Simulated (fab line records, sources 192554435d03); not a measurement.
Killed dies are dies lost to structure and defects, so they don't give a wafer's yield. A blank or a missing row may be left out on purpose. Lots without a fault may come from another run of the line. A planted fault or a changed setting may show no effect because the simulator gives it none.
fab line records | flow n5_finfet
record lots=4 wafers=12 last_day=13
route steps=1938 shown BEOL_M12@1615 PASSIVATION@1936
lots that met no fault: from a run of the same line without faults
start_h: hours from the record's first day to the start of the lot's first wafer shown | wait_h: hours since the lot's step before | " the same as in the row above | L1.1+2: a row that stands for several wafers | - no value, or no start given | * or withheld: withheld | < > ~ a bound
route shown NAME@n: a module of which the file shows steps, and the number in the route of the first | usual: mean/standard deviation of fault-free wafers | same: alike in all rows | chamber/n: place in a boat | sites: the reading at each site | _std_site: their standard deviation | _edge_site: outer sites' mean less inner sites' | radius_mm: how far each site lies from the wafer's centre | mask NAME#n: copy n | behind: the tool/chamber that last shaped the wafer | hold: why the lot was held/for how many hours/how that ended | device: the transistor (n, p or np) that didn't switch | end of line: the same wafers' tests at the end of the route | a step without rows: its recipe alone | killed: dies lost to structure and defects at the first sort, not the wafer's yield | map: a wafer's dies, x killed, . not, _ none there
set.NAME: the setting as run; set.NAME@STEP: as run at that earlier step | model.NAME: the simulator's own value behind a step, which no gauge read
lots at some steps of the route; a table a step, a row a wafer
services: from which hour (start_h, from the record's first day; less than 0 if before it) a tool's chamber was out of use, for how many hours, and why
## steps
# step N5_BEOL_M12_DESCUM_15
# recipe chemistry=O2 time_s=7.9 source_power_w=50 bias_power_w=20 pressure_mtorr=20 rf_frequency_hz=2.712e+07 temp_c=40 o2_flow_sccm=225
# step N5_BEOL_M12_ETCH_59
# recipe chemistry=N2/H2 target=BARC target_depth_a=890 overetch_a=267 time_s=67.9 ion_energy_ev=200 pressure_mtorr=30 source_w=840 bias_w=150 n2_flow_sccm=200 h2_flow_sccm=200
# step N5_BEOL_M12_VIA_ETCH_16
# recipe chemistry=C4F8/O2/Ar target=SiOC pressure_mtorr=30 source_w=3000 bias_w=700 Ar_flow_sccm=400 C4F8_flow_sccm=15 O2_flow_sccm=8 he_inner_torr=15 he_outer_torr=30 target_depth_a=7248 time_s=withheld ion_energy_ev=250 ends=cleared
# step N5_BEOL_M12_STRIP_63
# recipe chemistry=N2/H2 power_w=1000 temp_c=250 h2_frac=0.65 overash_fraction=0.3 pressure_mtorr=1000 n2_flow_sccm=1750 h2_flow_sccm=3250
# step N5_BEOL_M12_STRIP_64
# recipe chemistry=N2/H2 power_w=1000 temp_c=250 h2_frac=0.65 overash_fraction=0.3 pressure_mtorr=withheld n2_flow_sccm=1750 h2_flow_sccm=3250
# step N5_BEOL_M12_STRIP_71
# recipe chemistry=post_etch_residue_remover time_s=60 temp_c=25 remover_ph=withheld remover_water_wt_pct=withheld remover_fluoride_wt_pct=withheld
# step N5_BEOL_M12_SRD_72
# recipe time_s=30 temp_c=23 rinse_liquid=diw dry=n2_spin spin_rpm=1500 dry_time_s=30
# step N5_BEOL_M12_COAT_65
# recipe resist=SOC temp_c=250 time_s=60 spin_rpm=1500 resist_thk_nm=300
# step N5_BEOL_M12_COAT_66
# recipe resist=SiARC temp_c=220 time_s=60 spin_rpm=1500 resist_thk_nm=110
# usual resist_line_temp_C=22.99/0.097 spin_speed_rpm=1500.2/1.2
# columns lot.wafer tool chamber start_h wait_h resist_line_temp_C spin_speed_rpm model.SiARC_of_BEOL_M12_COAT_66.thk_nm
L445.1 litho_track-03 0 220.11 - 22.93 1500.6 109.6
L445.2 " 0 " " 23.11 1501.8 109.6
L445.6 " 0 " " 23.09 1501.6 109.6
L451.1 litho_track-03 0 260.15 - 23.00 1647.7 104.6
L451.3 " 0 " " 22.94 1646.1 104.6
L451.5 " 0 " " 22.87 1647.9 104.6
L452.1 litho_track-03 0 272.54 - 22.97 1647.0 105
L452.5 " 0 " " 23.04 1645.4 104.6
L452.6 " 0 " " 23.12 1649.3 104.6
L453.1 litho_track-02 0 282.24 - 22.91 1500.0 109.2
L453.4 " 0 " " 22.89 1500.1 109.8
L453.5 " 0 " " 22.90 1500.7 109.8
# step N5_BEOL_M12_COAT_22
# recipe spin_rpm=2888 resist_thk_nm=300
# step N5_BEOL_M12_EBR_24
# recipe solvent=PGMEA ebr_width_mm=1.5
# step N5_BEOL_M12_SOFTBAKE_23
# recipe temp_c=130 time_s=60
# step N5_BEOL_M12_EXPOSE_25
# recipe mask_id=M12 na=0.93 source_shape=conventional sigma_outer=0.4 polarization=unpolarized dose_mj=21.8
# step N5_BEOL_M12_PEB_26
# recipe peb_temp_c=130 peb_time_s=90
# step N5_BEOL_M12_DEVELOP_27
# recipe develop_time_s=45 rinse_liquid=diw dry=air_spin dev_temp_c=21
# step N5_BEOL_M12_HARDBAKE_32
# recipe temp_c=130 time_s=120
# step N5_BEOL_M12_DESCUM_33
# recipe chemistry=O2 time_s=7.9 source_power_w=50 bias_power_w=20 pressure_mtorr=20 rf_frequency_hz=2.712e+07 temp_c=40 o2_flow_sccm=225
# step N5_BEOL_M12_ETCH_67
# recipe chemistry=CF4 target=SiARC target_depth_a=1430 time_s=238.3 ion_energy_ev=80 pressure_mtorr=40 source_w=545 bias_w=36 Ar_flow_sccm=100 cf4_flow_sccm=100 ends=cleared
# usual drypump_motor_current_A=5.61/0.29 etch_rf_on_time_s=241/7.6 oes_product_au=0.69/0.064 rf_vpp_V=183.9/1.1 showerhead_plenum_p_Torr=2.12/0.065 throttle_valve_pct=15.58/0.24
# columns lot.wafer tool chamber start_h wait_h drypump_motor_current_A etch_rf_on_time_s oes_product_au rf_hours_counter_h rf_vpp_V showerhead_plenum_p_Torr throttle_valve_pct model.etch.depth_nm model.coat_of_BEOL_M12_COAT_22.thk_nm
L445.1 rie_diel-02 0 221.19 0.0 5.67 249 0.60 229 182.8 2.03 15.89 109.7 211.8
L445.2 " 2 " " 5.66 232 0.60 231 182.4 2.11 15.89 109.6 210.8
L445.6 " 2 " " 5.67 232 0.61 - 182.3 2.11 15.87 109.7 210.8
L451.1 rie_diel-03 2 260.62 0.0 5.69 236 0.71 76 184.7 2.18 15.48 104.5 213.6
L451.3 " 3 " " 5.94 236 0.59 197 184.3 2.11 15.56 104.6 215.6
L451.5 " 1 " " 5.21 231 0.65 - 183.1 2.05 15.55 104.6 213.4
L452.1 rie_diel-03 2 273.08 0.0 5.69 235 0.71 80 184.8 2.17 15.50 104.9 214.6
L452.5 " 0 " " 5.09 220 0.79 - 184.5 2.19 15.16 104.6 216
L452.6 " 3 " " 5.94 237 0.60 - 184.9 2.11 15.59 104.6 214.2
L453.1 rie_diel-02 0 282.80 0.0 5.71 250 0.58 249 182.9 2.03 15.93 109.3 211.6
L453.4 " 3 " " 5.71 232 0.75 - 183.0 2.09 15.47 109.7 212
L453.5 " 0 " " 5.66 250 0.58 - 183.4 2.03 15.94 109.7 211.4
# step N5_BEOL_M12_ETCH_68
# recipe chemistry=N2/H2 target=SOC mask_material=SiARC source_w=3000 bias_w=350 temp_c=40 time_s=285 ion_energy_ev=200 pressure_mtorr=30 n2_flow_sccm=200 h2_flow_sccm=200
# usual drypump_motor_current_A=5.63/0.29 h2_flow_sccm=200.0/0.55 n2_flow_sccm=200.0/0.62 oes_product_au=0.80/0.073 rf_vpp_V=523.3/2.4 showerhead_plenum_p_Torr=2.52/0.08 throttle_valve_pct=17.8/0.31
# columns lot.wafer tool chamber start_h wait_h drypump_motor_current_A h2_flow_sccm n2_flow_sccm oes_product_au rf_hours_counter_h rf_vpp_V showerhead_plenum_p_Torr throttle_valve_pct model.SiARC_of_BEOL_M12_COAT_66.thk_nm
L445.1 rie_diel-02 0 221.33 0.1 5.69 200.2 200.1 0.70 229 520.9 2.44 18.3 86.4
L445.2 " 2 " " 5.68 198.9 199.2 0.70 231 523.3 2.50 18.1 85.4
L445.6 " 2 " " 5.70 199.5 199.6 0.70 - 522.8 2.50 18.1 85.6
L451.1 rie_diel-03 2 260.76 0.1 5.71 200.1 200.1 0.85 76 524.1 2.55 17.4 80.4
L451.3 " 3 " " 5.97 201.5 199.7 0.72 197 525.3 2.52 17.8 80.4
L451.5 " 1 " " 5.23 200.2 200.5 0.76 - 521.7 2.41 17.5 81
L452.1 rie_diel-03 2 273.22 0.1 5.70 199.6 200.6 0.85 80 525.2 2.55 17.5 80.6
L452.5 " 0 " " 5.09 200.5 200.6 0.91 - 526.3 2.61 17.3 80.4
L452.6 " 3 " " 5.90 199.0 201.1 0.72 - 524.8 2.51 17.8 80.4
L453.1 rie_diel-02 0 282.95 0.1 5.70 200.4 200.8 0.67 249 519.8 2.43 18.4 86.6
L453.4 " 3 " " 5.75 198.8 199.8 0.86 - 521.9 2.50 17.9 85.2
L453.5 " 0 " " 5.71 199.9 200.4 0.68 - 520.7 2.43 18.4 86.8
# step N5_BEOL_M12_STRIP_69
# recipe chemistry=N2/H2 temp_c=40 n2_flow_sccm=200 h2_flow_sccm=200 rf_frequency_hz=6e+07
# step N5_PASSIVATION_PROBE_49
# usual defect_limited_yield=91.4/1.4 killed_at_M0_to_M3=34/8.9 killed_at_M4_up=13/4.6 killed_at_contacts=12/5.5 killed_at_front_end=41/11 killed_at_other=3.1/2.9 killed_dies=102/16 killed_open=66/11 killed_short=34/7.6 sort_bin_5_function=5.1/0.89 sort_bin_6_memory=3.2/0.61 sort_bin_8_speed=0.02/0.12 sort_n_pass=1078/16 sort_yield_pct=91.3/1.4
# same gross_dies=1180 killed_at_back_side=0 sort_bin_4_leakage[%]=0
# columns lot.wafer tool chamber start_h wait_h defect_limited_yield[%] killed_at_M0_to_M3 killed_at_M4_up killed_at_contacts killed_at_front_end killed_at_other killed_dies killed_open killed_short sort_bin_5_function[%] sort_bin_6_memory[%] sort_bin_8_speed[%] sort_n_pass sort_yield_pct[%]
L452.5 prober-01 - 306.00 0.2 91.4 39 11 9 41 2 102 59 41 4.7 3.8 0 1078 91.4
L452.6 prober-01 - 306.05 0.3 88.8 48 12 8 64 0 132 80 48 7.2 3.3 0 1048 88.8
L453.1 prober-01 - 314.11 0.0 89.7 45 21 16 35 5 122 79 42 6.4 3.5 0 1058 89.7
# killed by level:class
L452.5 BEOL_M0_SAQP:geometric_particle:short=11 BEOL_M2:geometric_particle:open=9 FIN_SAQP:geometric_particle:short=8 MOL_CONTACT_COAG:geometric_particle:open=8 BEOL_M0_SAQP:geometric_particle:open=8 FIN_SAQP:geometric_particle:open=7 STI_FIN_REVEAL:geometric_particle:open=6 STI_FIN_REVEAL:geometric_particle:short=5
L452.6 FIN_SAQP:geometric_particle:open=21 FIN_SAQP:geometric_particle:short=18 BEOL_M0_SAQP:geometric_particle:open=16 BEOL_M0_SAQP:geometric_particle:short=15 DUMMY_GATE:geometric_particle:open=8 MOL_CONTACT_COAG:geometric_particle:open=6 BEOL_M8:geometric_particle:open=5 BEOL_M2:geometric_particle:open=5
L453.1 MOL_CONTACT_COAG:geometric_particle:open=15 BEOL_M2:geometric_particle:open=11 BEOL_M3:geometric_particle:open=9 BEOL_M0_SAQP:geometric_particle:short=8 STI_FIN_REVEAL:geometric_particle:open=7 BEOL_M0_SAQP:geometric_particle:open=7 STI_FIN_REVEAL:geometric_particle:short=5 BEOL_M4:geometric_particle:open=4
## services
# columns tool chamber start_h hours kind
rie_diel-02 - 198.01 0.6 repair
rie_diel-02 1 204.08 6.8 repair
rie_diel-03 0 211.06 - clean
rie_diel-03 0 211.06 - consumable_replace:focus_ring
rie_diel-03 0 211.06 26.7 scheduled_down
rie_diel-03 0 211.06 26.7 vent_cycle
rie_diel-02 - 223.96 2.3 repair
rie_diel-03 2 228.06 8.4 repair
rie_diel-02 0 246.25 4.4 repair
rie_diel-02 2 277.61 - clean
rie_diel-02 2 277.61 - consumable_replace:focus_ring
rie_diel-02 2 277.61 20.2 scheduled_down
rie_diel-02 2 277.61 20.2 vent_cycle
## key
first_sign step=N5_BEOL_M12_COAT_66 reading=spin_speed_rpm direction=up sigmas=99+ usual=* struck=*
effect none on later readings
model_effect step=N5_BEOL_M12_COAT_66 value=SiARC_of_BEOL_M12_COAT_66.thk_nm without=109.7 struck=104.7
model_effect step=N5_BEOL_M12_ETCH_67 value=etch.depth_nm without=109.7 struck=104.6
model_effect step=N5_BEOL_M12_ETCH_68 value=SiARC_of_BEOL_M12_COAT_66.thk_nm without=85.53 struck=80.53
met_at N5_BEOL_M12_COAT_66
struck_wafers L451.1,L451.3,L451.5,L452.1,L452.5,L452.6
onset_between 220.11 260.15
fault kind=process_parameter_drift tool=litho_track-03 chamber=- onset_h=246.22 steps=N5_BEOL_M12_COAT_66 channel=spin_rpm offset=* shape=step end_h=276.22 acts_in=* stated=*
